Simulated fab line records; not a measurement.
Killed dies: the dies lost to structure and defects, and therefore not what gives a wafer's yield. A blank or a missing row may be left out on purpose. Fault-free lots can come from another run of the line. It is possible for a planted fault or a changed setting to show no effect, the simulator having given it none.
Code-filled problem report in 8D (eight disciplines) form / flow n5_finfet / the parts of the form that need people (team, actions taken, sign-off) are left out

1. PROBLEM STATEMENT
Wafers without a fault read 64 s, standard deviation 3.1; time_to_endpoint_s at N5_BEOL_M2_CMP_52 reads a mean of 34 s on 4 wafers belonging to 2 lots. Relative to the usual mean, that is a shift of -9.8 standard deviations.
The step: polishes, stops on SiOC, t overpolish 6.8 s, target thk 40 nm.
First seen on wafer L973.4, day 10 10:43, on cmp-03. At this step, 30 wafers from 10 lots have a number in the record. The rule behind "out" and "out of limits": a value lying over 4 standard deviations away from the usual mean. All remaining wafers that have a number are taken as sound.

2. WHAT IT IS AND WHAT IT IS NOT
question=which readings at this step | is=time_to_endpoint_s | is not=motor_current_A, platen_rpm, slurry_filter_dp_kPa
question=which lots | is=L973, L974 | is not=L959, L962, L963, L964, L965, L970, L971, L978
question=which wafers of those lots | is=L973.4, L973.6, L974.2, L974.3 | is not=L973.1, L974.5
question=read on which tools | is=cmp-03 | is not=cmp-01, cmp-02
question=when | is=from day 10 10:43 | is not=up to then (22 sound wafers); but 4 sound wafers of L974, L978 came after

3. THE SUSPECTS, EACH WITH WHAT RULES IT OUT
Counting: if a tool at a process step up to the reading ran every lot that is out, it stays a suspect. Sound lots after the first of them don't rule it out here, since some wafers of a struck lot are sound.
- ecd_cu-01 at N5_BEOL_M2_ECD_50 (material Cu, target thk 300 nm): kept. Ran every lot that is out, first one L973 (day 10 10:15); last sound lot up to then L971 (day 10 04:47).
- cmp-03 at N5_BEOL_M2_CMP_52 (polishes, stops on SiOC, t overpolish 6.8 s, target thk 40 nm): kept. Ran every lot that is out, first one L973 (day 10 10:43); last sound lot up to then L971 (day 10 05:09). Its own readings are out on those wafers: time_to_endpoint_s.
The count leaves cmp-03 at N5_BEOL_M2_CMP_52 and ecd_cu-01 at N5_BEOL_M2_ECD_50.

4. THE CAUSE (what the simulator had put in)
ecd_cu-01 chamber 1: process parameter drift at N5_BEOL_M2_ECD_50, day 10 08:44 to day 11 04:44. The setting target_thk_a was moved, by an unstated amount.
This tool is one of the 2 suspects left after counting.

5. SEQUENCE OF EFFECTS, ordered by route
Each row: a reading where the mean over the struck wafers with a number is more than 3 standard deviations away from the usual. Scope: only readings with a usual standard deviation given in the record; hours: median across lots of the time from each lot's start at the first step in this table that gives one to its start at this step; sigmas: change in usual standard deviations.
hours=0; step=N5_BEOL_M2_CMP_52; reading=time_to_endpoint_s; usual=64 s; on struck wafers=34; change=-30; sigmas=-9.8
Here are the process steps it includes:
- N5_BEOL_M2_CMP_52: polishes, stops on SiOC, t overpolish 6.8 s, target thk 40 nm.
Later measuring or inspecting steps at which every struck wafer that the step has a row for has a number for every such reading, and none has moved that far: N5_BEOL_M4_RC_MEAS_101.

6. HOW IT WOULD HAVE BEEN CAUGHT EARLIER
First out-of-limits reading in this record: day 10 10:43, which is 2 hours after fault onset at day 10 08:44.
Of the lots that are out (2), L974 began N5_BEOL_M2_ECD_50 on ecd_cu-01 after day 10 10:43. Had the tool been put on hold then, it would have been spared.
